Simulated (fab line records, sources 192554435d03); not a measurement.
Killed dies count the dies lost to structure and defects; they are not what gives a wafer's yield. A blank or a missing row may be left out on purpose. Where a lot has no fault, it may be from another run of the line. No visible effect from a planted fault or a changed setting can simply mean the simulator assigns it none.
Matching of chambers || flow n5_finfet || 4 sister chambers for N5_SDB_CMP_30 on cmp-02
The step polishes, stops on poly-Si, t overpolish 1.54 s, target thk 30 nm. 4 wafers are shown with their chamber, then 10 later ones without.

== WAFERS, EACH WITH ITS CHAMBER ==
{"wafer": "L086.4", "chamber": 3, "motor_current_A (A)": 12.3}
{"wafer": "L089.6", "chamber": 2, "motor_current_A (A)": 12.0}
{"wafer": "L092.4", "chamber": 0, "motor_current_A (A)": 12.1}
{"wafer": "L092.5", "chamber": 1, "motor_current_A (A)": 13.6}

== WAFERS WITH NO CHAMBER GIVEN ==
{"wafer": "L092.6", "motor_current_A (A)": 12.1}
{"wafer": "L093.1", "motor_current_A (A)": 13.2}
{"wafer": "L093.2", "motor_current_A (A)": 11.9}
{"wafer": "L093.6", "motor_current_A (A)": 11.7}
{"wafer": "L096.3", "motor_current_A (A)": 11.6}
{"wafer": "L096.4", "motor_current_A (A)": 11.6}
{"wafer": "L096.6", "motor_current_A (A)": 11.8}
{"wafer": "L097.2", "motor_current_A (A)": 12.1}
{"wafer": "L097.3", "motor_current_A (A)": 13.4}
{"wafer": "L097.5", "motor_current_A (A)": 11.7}

== WHICH CHAMBER EACH WENT THROUGH ==
{"wafer": "L092.6", "from the rows above": "can't be placed: 0 or 2 or 3", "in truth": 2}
{"wafer": "L093.1", "from the rows above": "can't be placed: 1 or 3", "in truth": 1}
{"wafer": "L093.2", "from the rows above": "can't be placed: 2 or 0 or 3", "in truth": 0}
{"wafer": "L093.6", "from the rows above": "can't be placed: 2 or 0 or 3", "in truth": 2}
{"wafer": "L096.3", "from the rows above": "can't be placed: 2 or 0 or 3", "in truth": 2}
{"wafer": "L096.4", "from the rows above": "can't be placed: 2 or 0 or 3", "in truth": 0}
{"wafer": "L096.6", "from the rows above": "can't be placed: 2 or 0 or 3", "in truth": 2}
{"wafer": "L097.2", "from the rows above": "can't be placed: 0 or 2 or 3", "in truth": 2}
{"wafer": "L097.3", "from the rows above": 1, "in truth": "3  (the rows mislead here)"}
{"wafer": "L097.5", "from the rows above": "can't be placed: 2 or 0 or 3", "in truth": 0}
Correctly placed: 0 of 10. From these rows, 9 cannot be placed; in 9 the true chamber is one of the candidates. 1 placed wrongly.
How it was worked out, from the rows above alone: a wafer's distance from a chamber is the root of the sum, over the readings, of the square of ((its reading less the chamber's mean) divided by the reading's scatter). If the next closest chamber is less than 2 further off than the closest, the wafer can't be placed; otherwise it belongs to the closest. Each chamber's mean is taken over the wafers shown for it. The scatter: with one shown wafer a chamber, the root of the mean of the squares of how far each hidden wafer lies from its nearest shown one.
